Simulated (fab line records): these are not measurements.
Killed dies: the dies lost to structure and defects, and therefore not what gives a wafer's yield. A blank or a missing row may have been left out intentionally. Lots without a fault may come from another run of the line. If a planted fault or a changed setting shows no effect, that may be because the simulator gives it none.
Matching of chambers + flow n5-finfet + 4 sister chambers for N5_BEOL_M13_CMP_49 on cmp-04
The step polishes, stops on SiOC, t overpolish 17.1 s, target thk 420 nm. 4 wafers are shown with their chamber, then 7 later ones without.

== EACH WAFER AND ITS CHAMBER ==
| wafer  | chamber | motor-current-A (A) |
|--------|---------|---------------------|
| L080.1 | 2       | 5.7                 |
| L087.4 | 1       | 5.5                 |
| L089.4 | 0       | 6.6                 |
| L091.1 | 3       | 6.2                 |

== WAFERS WITH NO CHAMBER GIVEN ==
| wafer  | motor-current-A (A) |
|--------|---------------------|
| L091.2 | 5.8                 |
| L091.4 | 6.4                 |
| L092.2 | 6.3                 |
| L092.4 | 5.1                 |
| L093.1 | 6.3                 |
| L093.4 | 6.2                 |
| L097.4 | 6.0                 |

== THE CHAMBER EACH PASSED THROUGH ==
| wafer  | from the rows above          | in truth |
|--------|------------------------------|----------|
| L091.2 | can't be placed: 2 or 1 or 3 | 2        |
| L091.4 | can't be placed: 0 or 3      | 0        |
| L092.2 | can't be placed: 3 or 0      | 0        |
| L092.4 | can't be placed: 1 or 2      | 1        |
| L093.1 | can't be placed: 3 or 0      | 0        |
| L093.4 | 3                            | 3        |
| L097.4 | can't be placed: 3 or 2 or 1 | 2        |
Correctly placed: 1 of 7. Can't be placed from these rows: 6 (the true chamber is among the candidates in 6). Placed wrongly: 0.
How it was worked out, from the rows above alone: a wafer's distance from a chamber is the root of the sum, over the readings, of the square of ((its reading less the chamber's mean) divided by the reading's scatter). If the next closest chamber is less than 2 further off than the closest, the wafer can't be placed; otherwise it belongs to the closest. The mean given for a chamber averages the wafers shown for that chamber. The scatter (one wafer shown for each chamber): square how far every hidden wafer sits from the nearest shown wafer, average those squares and take the square root.
